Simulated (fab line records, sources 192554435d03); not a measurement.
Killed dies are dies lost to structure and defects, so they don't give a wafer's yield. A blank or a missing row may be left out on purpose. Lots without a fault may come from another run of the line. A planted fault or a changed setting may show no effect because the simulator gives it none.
fab line records | flow n5_finfet
record lots=7 wafers=21
route steps=1938 shown SD_EPI_N@267 SD_EPI_P@321 SD_ACTIVATION@330 SDB@348
start_h: hours from the record's first day to the start of the lot's first wafer shown | wait_h: hours since the lot's step before | " the same as in the row above | L1.1+2: a row that stands for several wafers | - no value, or no start given | * or withheld: withheld | < > ~ a bound
route shown NAME@n: a module of which the file shows steps, and the number in the route of the first | usual: mean/standard deviation of fault-free wafers | same: alike in all rows | chamber/n: place in a boat | sites: the reading at each site | _std_site: their standard deviation | _edge_site: outer sites' mean less inner sites' | radius_mm: how far each site lies from the wafer's centre | mask NAME#n: copy n | behind: the tool/chamber that last shaped the wafer | hold: why the lot was held/for how many hours/how that ended | device: the transistor (n, p or np) that didn't switch | end of line: the same wafers' tests at the end of the route | a step without rows: its recipe alone | killed: dies lost to structure and defects at the first sort, not the wafer's yield | map: a wafer's dies, x killed, . not, _ none there
set.NAME: the setting as run; set.NAME@STEP: as run at that earlier step | model.NAME: the simulator's own value behind a step, which no gauge read
lots whose settings were changed on purpose; a table a step, a row a wafer
## steps
# step N5_SD_EPI_N_EXPOSE_06
# recipe mask_id=SD_N_BLK na=1.35 source_shape=conventional sigma_outer=0.8 polarization=unpolarized target_cd_nm=120 dose_mj=39.75
# columns lot.wafer tool chamber start_h wait_h mask set.dose_mj
L076.1+4 arfi_scanner-03 0 60.67 - SD_N_BLK#0 38.59
L076.5 " 0 " " SD_N_BLK#0 39.75
L080.1+2 arfi_scanner-02 0 86.42 - SD_N_BLK#0 39.75
L080.4 " 0 " " SD_N_BLK#0 40.91
L081.3 arfi_scanner-02 0 88.73 - SD_N_BLK#0 37.75
L081.4+5 " 0 " " SD_N_BLK#0 39.75
L090.4+5+6 arfi_scanner-02 0 147.14 - SD_N_BLK#0 39.75
L091.2+3+6 arfi_scanner-01 0 153.93 - SD_N_BLK#0 42.64
L092.2+4 arfi_scanner-02 0 156.28 - SD_N_BLK#0 41.72
L092.5 " 0 " " SD_N_BLK#0 39.75
L097.2+3 arfi_scanner-03 0 185.58 - SD_N_BLK#0 39.75
L097.4 " 0 " " SD_N_BLK#0 38.78
# step N5_SD_EPI_N_PEB_07
# recipe peb_temp_c=110 peb_time_s=60 resist=CAR-ArF-block
# step N5_SD_EPI_N_DEVELOP_08
# recipe develop_time_s=30 developer=TMAH resist=CAR-ArF-block dev_temp_c=23 rinse_liquid=diw dry=air_spin
# step N5_SD_EPI_N_CD_MEAS_09
# recipe target_cd_nm=120 landing_energy_ev=500 detector=se_inlens
# usual cd_nm=120.0/0.56
# columns lot.wafer tool chamber start_h wait_h set.dose_mj@SD_EPI_N_EXPOSE_06 cd_nm
L076.1 cd_sem-03 0 60.79 - 38.59 118.8
L076.4 " 0 " " 38.59 118.7
L076.5 " 0 " " 39.75 120.2
L080.1 cd_sem-03 0 86.54 - 39.75 120.1
L080.2 " 0 " " 39.75 119.0
L080.4 " 0 " " 40.91 121.2
L081.3 cd_sem-03 0 88.84 - 37.75 117.2
L081.4 " 0 " " 39.75 121.2
L081.5 " 0 " " 39.75 120.1
L090.4 cd_sem-03 0 147.25 - 39.75 120.4
L090.5 " 0 " " 39.75 120.2
L090.6 " 0 " " 39.75 120.2
L091.2 cd_sem-02 0 154.05 - 42.64 124.6
L091.3 " 0 " " 42.64 124.4
L091.6 " 0 " " 42.64 123.9
L092.2 cd_sem-03 0 156.40 - 41.72 123.6
L092.4 " 0 " " 41.72 123.9
L092.5 " 0 " " 39.75 120.5
L097.2 cd_sem-03 0 185.70 - 39.75 119.9
L097.3 " 0 " " 39.75 119.3
L097.4 " 0 " " 38.78 118.8
# step N5_SD_EPI_N_DESCUM_14
# recipe chemistry=O2 time_s=7.9 source_power_w=50 bias_power_w=20 pressure_mtorr=20 rf_frequency_hz=2.712e+07 temp_c=40 resist=CAR-ArF-block o2_flow_sccm=225
# columns lot.wafer tool chamber start_h wait_h set.dose_mj@SD_EPI_N_EXPOSE_06 model.SD_EPI_N.cd_nm
L076.1 rie_diel-06 1 60.88 0.0 38.59 118.4
L076.4 " 1 " " 38.59 118.6
L076.5 " 2 " " 39.75 120.4
L080.1 rie_diel-04 2 87.28 0.7 39.75 120
L080.2 " 0 " " 39.75 119.2
L080.4 " 3 " " 40.91 121.6
L081.3 rie_diel-06 0 90.75 1.9 37.75 117.2
L081.4 " 1 " " 39.75 121.2
L081.5 " 2 " " 39.75 120.2
L090.4+5+6 rie_diel-04 1,1,2 147.46 0.1 39.75 120.4
L091.2 rie_diel-04 1 154.35 0.2 42.64 124.8
L091.3 " 2 " " 42.64 124.4
L091.6 " 3 " " 42.64 124
L092.2 rie_diel-04 2 156.48 0.0 41.72 123.2
L092.4 " 0 " " 41.72 123.8
L092.5 " 2 " " 39.75 120.2
L097.2 rie_diel-06 2 185.78 0.0 39.75 120
L097.3 " 1 " " 39.75 119.6
L097.4 " 0 " " 38.78 118.8
# step N5_SD_EPI_N_ETCH_34
# recipe chemistry=CF4 target=SiARC target_depth_a=455 mask_material=CAR-ArF-block time_s=75.8 ion_energy_ev=80 pressure_mtorr=40 source_w=545 bias_w=36 Ar_flow_sccm=100 cf4_flow_sccm=100 ends=cleared
# columns lot.wafer tool chamber start_h wait_h set.spin_rpm@SD_EPI_N_COAT_33 set.dose_mj@SD_EPI_N_EXPOSE_06 model.SD_EPI_N.cd_nm model.etch.depth_nm
L076.1 rie_diel-06 1 60.92 0.0 1573 38.59 118.4 34.37
L076.4 " 1 " " 1573 38.59 118.8 34.33
L076.5 " 2 " " 1573 39.75 120.6 34.4
L080.1 rie_diel-04 2 87.31 0.0 1500 39.75 120 35.02
L080.2 " 0 " " 1500 39.75 119.4 34.97
L080.4 " 3 " " 1500 40.91 121.8 34.91
L081.3 rie_diel-06 0 90.79 0.0 1500 37.75 117.2 35.21
L081.4 " 1 " " 1500 39.75 121.2 35.23
L081.5 " 2 " " 1500 39.75 120.2 35.28
L090.4 rie_diel-04 1 147.50 0.0 1500 39.75 120.2 35.25
L090.5 " 1 " " 1500 39.75 120.2 35
L090.6 " 2 " " 1500 39.75 120.4 35.12
L091.2 rie_diel-04 1 154.38 0.0 1500 42.64 124.8 35.07
L091.3 " 2 " " 1590 42.64 124.2 34.04
L091.6 " 3 " " 1590 42.64 123.8 33.99
L092.2 rie_diel-04 2 156.52 0.0 1500 41.72 123 35
L092.4 " 0 " " 1500 41.72 123.8 35.11
L092.5 " 2 " " 1437 39.75 120.4 35.82
L097.2 rie_diel-06 2 185.82 0.0 1500 39.75 120 35.03
L097.3 " 1 " " 1421 39.75 119.6 35.96
L097.4 " 0 " " 1421 38.78 118.8 36.04
# step N5_SD_EPI_N_ETCH_35
# recipe chemistry=N2/H2 target=SOC overetch_a=1080 mask_material=SiARC temp_c=40 ion_energy_ev=100 source_w=3000 bias_w=133 pressure_mtorr=20 time_s=486 n2_flow_sccm=200 h2_flow_sccm=200
# columns lot.wafer tool chamber start_h wait_h set.spin_rpm@SD_EPI_N_COAT_33 set.dose_mj@SD_EPI_N_EXPOSE_06 model.SD_EPI_N.cd_nm model.SiARC_of_SD_EPI_N_COAT_33.thk_nm
L076.1 rie_diel-06 1 60.97 0.0 1573 38.59 118 19.2
L076.4 " 1 " " 1573 38.59 117.8 19.2
L076.5 " 2 " " 1573 39.75 120 19.6
L080.1 rie_diel-04 2 87.37 0.0 1500 39.75 120.4 19.8
L080.2 " 0 " " 1500 39.75 119 19.8
L080.4 " 3 " " 1500 40.91 121.6 19.8
L081.3 rie_diel-06 0 90.84 0.0 1500 37.75 118.6 19.8
L081.4 " 1 " " 1500 39.75 121.2 20
L081.5 " 2 " " 1500 39.75 120.2 20.4
L090.4+6 rie_diel-04 1,2 147.56 0.0 1500 39.75 119.8 19.8
L090.5 " 1 " " 1500 39.75 119.4 19.4
L091.2 rie_diel-04 1 154.44 0.0 1500 42.64 125 19.6
L091.3 " 2 " " 1590 42.64 124.6 18.6
L091.6 " 3 " " 1590 42.64 123.2 18.4
L092.2 rie_diel-04 2 156.57 0.0 1500 41.72 123.6 19.8
L092.4 " 0 " " 1500 41.72 124.6 20
L092.5 " 2 " " 1437 39.75 120.6 20.6
L097.2 rie_diel-06 2 185.87 0.0 1500 39.75 121 19.8
L097.3 " 1 " " 1421 39.75 119.8 20.8
L097.4 " 0 " " 1421 38.78 119.8 20.8
# step N5_SD_EPI_N_STRIP_36
# recipe chemistry=N2/H2 temp_c=40 n2_flow_sccm=200 h2_flow_sccm=200 rf_frequency_hz=6e+07
# step N5_SD_EPI_N_ETCHBACK_44
# recipe chemistry=CH3F/O2 mode=anisotropic_etchback target=SiNx target_depth_a=145 stop_on=SiO2 over_etch_frac=0.3 ion_energy_ev=120 pressure_mtorr=30 source_w=395 bias_w=73 Ar_flow_sccm=150 CH3F_flow_sccm=30 O2_flow_sccm=20
# step N5_SD_EPI_N_ETCH_45
# recipe chemistry=CH3F/O2 target=SiOCN target_depth_a=60 mask_material=SOC ion_energy_ev=60 bias_w=29 pressure_mtorr=15 source_w=410 Ar_flow_sccm=150 CH3F_flow_sccm=30 O2_flow_sccm=20
# columns lot.wafer tool chamber start_h wait_h set.dose_mj@SD_EPI_N_EXPOSE_06 model.SD_EPI_N.cd_nm
L076.1 rie_diel-06 1 61.40 0.1 38.59 118
L076.4 " 1 " " 38.59 117.6
L076.5 " 2 " " 39.75 120
L080.1 rie_diel-04 2 87.79 0.1 39.75 120.2
L080.2 " 0 " " 39.75 119
L080.4 " 3 " " 40.91 121.4
L081.3 rie_diel-06 0 91.27 0.1 37.75 118.6
L081.4 " 1 " " 39.75 121.4
L081.5 " 2 " " 39.75 120.2
L090.4 rie_diel-04 1 147.98 0.1 39.75 120
L090.5 " 1 " " 39.75 119.6
L090.6 " 2 " " 39.75 119.8
L091.2 rie_diel-04 1 154.86 0.1 42.64 125
L091.3 " 2 " " 42.64 124.6
L091.6 " 3 " " 42.64 123.2
L092.2 rie_diel-04 2 157.00 0.1 41.72 123.6
L092.4 " 0 " " 41.72 124.6
L092.5 " 2 " " 39.75 120.6
L097.2 rie_diel-06 2 186.30 0.1 39.75 121
L097.3 " 1 " " 39.75 119.8
L097.4 " 0 " " 38.78 119.8
# step N5_SD_EPI_N_EPI_21
# recipe material=Si:P dopant=P temp_c=680 pressure_torr=255 time_s=690
# columns lot.wafer tool chamber start_h wait_h set.temp_c model.Si-P_of_SD_EPI_N_EPI_21.thk_nm
L076.1 epi_rpcvd-04 0 63.00 0.3 682.4 62.8
L076.4 " 0 64.49 1.6 682.4 62.4
L076.5 " 0 " " 680 59.8
L080.1 epi_rpcvd-01 0 88.95 0.1 680 58.8
L080.2 " 0 " " 675.5 55
L080.4 " 0 " " 680 59.2
L081.3 epi_rpcvd-03 0 92.99 0.7 680 58.6
L081.4 " 0 " " 676.4 55.4
L081.5 " 0 " " 676.4 56
L090.4 epi_rpcvd-03 0 149.98 0.9 680 58.4
L090.5 " 0 " " 680 59
L090.6 " 0 " " 680 58.6
L091.2+3 epi_rpcvd-03 0 156.30 0.4 680 59
L091.6 " 0 157.42 1.4 680 59.6
L092.2 epi_rpcvd-01 0 158.44 0.4 681.6 61.4
L092.4 " 0 " " 680 60.4
L092.5 " 0 " " 680 60.6
L097.2 epi_rpcvd-01 0 187.77 0.4 680 58.2
L097.3 " 0 " " 677.5 55.2
L097.4 " 0 " " 680 58.4
# step N5_SD_EPI_N_PRECLEAN_49
# recipe chemistry=NF3:NH3 afs_cycles=1 temp_c=30 time_s=20 sublimation_temp_c=180 sublimation_time_s=60 pressure_torr=3 rf_power_w=30
# columns lot.wafer tool chamber start_h wait_h set.time_s
L076.1+4+5 remote_plasma-02 1 66.12 0.0 20
L080.1 remote_plasma-01 1 90.77 0.0 20
L080.2+4 " 1 " " 23.93
L081.3+4 remote_plasma-02 1 94.32 0.1 22.02
L081.5 " 1 " " 20
L090.4+5+6 remote_plasma-02 1 151.05 0.1 20
L091.2+3+6 remote_plasma-02 0 157.87 0.1 20
L092.2+4+5 remote_plasma-01 0 160.02 0.1 20
L097.2+3+4 remote_plasma-02 0 189.34 0.1 20
# step N5_SD_EPI_N_LINER_46
# recipe material=SiNx target_thk_a=30 temp_c=400 ald_precursor_family=SiH2I2 ald_co_reactant=N2/H2-plasma pressure_torr=2
# step N5_SD_EPI_P_EPI_21
# recipe material=SiGe:B dopant=B temp_c=550 pressure_torr=20 ambient=H2 time_s=355
# step N5_SD_EPI_P_HM_STRIP_48
# recipe chemistry=H3PO4 temp_c=160 material=SiNx target=SiNx target_depth_a=30 overetch_fraction=0.3
# columns lot.wafer tool chamber start_h wait_h set.temp_c@SD_EPI_N_EPI_21 model.Si-P_of_SD_EPI_N_EPI_21.thk_nm
L076.1 wet_bench-04 3 72.60 0.0 682.4 62.2
L076.4 " 4 " " 682.4 61.8
L076.5 " 5 " " 680 59.2
L080.1 wet_bench-03 1 95.75 0.0 680 58.2
L080.2 " 3 " " 675.5 54.4
L080.4 " 4 " " 680 58.6
L081.3 wet_bench-03 2 98.86 0.0 680 58
L081.4 " 1 " " 676.4 54.6
L081.5 " 0 " " 676.4 55.4
L090.4+6 wet_bench-04 3,0 156.41 0.0 680 57.8
L090.5 " 4 " " 680 58.2
L091.2 wet_bench-02 2 163.22 0.0 680 58.4
L091.3 " 1 " " 680 58.2
L091.6 " 6 " " 680 58.8
L092.2 wet_bench-04 4 164.38 0.0 681.6 60.6
L092.4 " 7 " " 680 59.6
L092.5 " 5 " " 680 59.8
L097.2 wet_bench-04 3 194.37 0.0 680 57.6
L097.3 " 2 " " 677.5 54.6
L097.4 " 1 " " 680 57.8
# step N5_SD_EPI_P_SRD_49
# recipe dry=ipa_marangoni time_s=30 temp_c=23 rinse_liquid=diw
# step N5_SD_EPI_P_PRECLEAN_24
# recipe chemistry=O3/DIW time_s=45 temp_c=22 o3_ppm=10
# step N5_SD_ACTIVATION_RTA_00
# recipe temp_c=975 time_s=0 ambient=N2 idle_temp_c=600 ramp_up_c_per_s=150 ramp_down_c_per_s=60 cool_to_c=600
# step N5_SD_ACTIVATION_LSA_01
# recipe temp_c=1080 time_s=0.0008 ambient=N2
# step N5_SD_ACTIVATION_RS_MEAS_03
# recipe thk_meas_gauge=four-point-probe
# usual RS_SD_N=21.84/0.29 RS_SD_P=56.2/0.7
# columns lot.wafer tool chamber start_h wait_h set.temp_c@SD_EPI_N_EPI_21 RS_SD_N[ohm/sq] RS_SD_P[ohm/sq]
L076.1 film_metro-01 - 73.19 0.2 682.4 20.52 55.2
L076.4 " - " " 682.4 20.58 55.1
L076.5 " - " " 680 21.46 55.1
L080.1 film_metro-02 - 96.33 0.2 680 22.18 55.6
L080.2 " - " " 675.5 23.64 55.8
L080.4 " - " " 680 21.90 55.7
L081.3 film_metro-02 - 99.47 0.2 680 21.89 56.4
L081.4 " - " " 676.4 23.23 57.0
L081.5 " - " " 676.4 23.26 56.7
L090.4 film_metro-01 - 157.04 0.1 680 21.97 56.2
L090.5 " - " " 680 21.65 57.3
L090.6 " - " " 680 22.05 57.2
L091.2 film_metro-02 - 163.89 0.2 680 21.87 55.7
L091.3 " - " " 680 21.87 55.9
L091.6 " - " " 680 21.70 56.1
L092.2 film_metro-01 - 165.15 0.2 681.6 20.99 56.1
L092.4 " - " " 680 21.32 56.7
L092.5 " - " " 680 21.44 56.2
L097.2 film_metro-01 - 195.07 0.2 680 22.17 56.0
L097.3 " - " " 677.5 23.31 55.9
L097.4 " - " " 680 22.22 56.4
# step N5_SDB_COAT_03
# recipe resist=SOC temp_c=250 time_s=60 spin_rpm=1500 resist_thk_nm=100
# columns lot.wafer tool chamber start_h wait_h set.spin_rpm model.SOC_of_SDB_COAT_03.thk_nm
L076.1 litho_track-02 0 80.14 0.1 1500 99.4
L076.4 " 0 " " 1500 99.2
L076.5 " 0 " " 1500 99
L080.1 litho_track-04 0 103.23 0.1 1659 95
L080.2+4 " 0 " " 1659 95.2
L081.3 litho_track-04 0 106.41 0.1 1500 99.8
L081.4+5 " 0 " " 1500 99.6
L090.4 litho_track-02 0 164.10 0.0 1500 99.6
L090.5+6 " 0 " " 1500 100
L091.2 litho_track-05 0 170.58 0.1 1353 105.2
L091.3 " 0 " " 1500 99.6
L091.6 " 0 " " 1353 104.8
L092.2+5 litho_track-05 0 171.83 0.1 1500 100
L092.4 " 0 " " 1500 99.8
L097.2 litho_track-05 0 201.75 0.1 1500 99.6
L097.3+4 " 0 " " 1580 97
## key
split step=N5_SD_EPI_N_EXPOSE_06 setting=dose_mj stated=39.75 by=wafer
response step=N5_SD_EPI_N_CD_MEAS_09 reading=cd_nm change=+0.618 per=1% r=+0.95
response step=N5_SD_EPI_N_DESCUM_14 reading=model.SD_EPI_N.cd_nm change=+0.656 per=1% r=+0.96
response step=N5_SD_EPI_N_ETCH_34 reading=model.SD_EPI_N.cd_nm change=+0.643 per=1% r=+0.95
response step=N5_SD_EPI_N_ETCH_35 reading=model.SD_EPI_N.cd_nm change=+0.563 per=1% r=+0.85
response step=N5_SD_EPI_N_ETCH_45 reading=model.SD_EPI_N.cd_nm change=+0.57 per=1% r=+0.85
split step=N5_SD_EPI_N_EPI_21 setting=temp_c stated=680 by=wafer
response step=N5_SD_EPI_N_EPI_21 reading=model.Si-P_of_SD_EPI_N_EPI_21.thk_nm change=+6.31 per=1% r=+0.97
response step=N5_SD_EPI_P_HM_STRIP_48 reading=model.Si-P_of_SD_EPI_N_EPI_21.thk_nm change=+6.36 per=1% r=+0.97
response step=N5_SD_ACTIVATION_RS_MEAS_03 reading=RS_SD_N change=-2.51 per=1% r=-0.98
split step=N5_SD_EPI_N_PRECLEAN_49 setting=time_s stated=20 by=wafer
response none clear
split step=N5_SDB_COAT_03 setting=spin_rpm stated=1500 by=wafer
response step=N5_SDB_COAT_03 reading=model.SOC_of_SDB_COAT_03.thk_nm change=-0.537 per=1% r=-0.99
split outside_this_file step=N5_SD_EPI_N_COAT_33 setting=spin_rpm
# split outside_this_file: this setting was split too, and the file shows its column; the key of that split is in another file
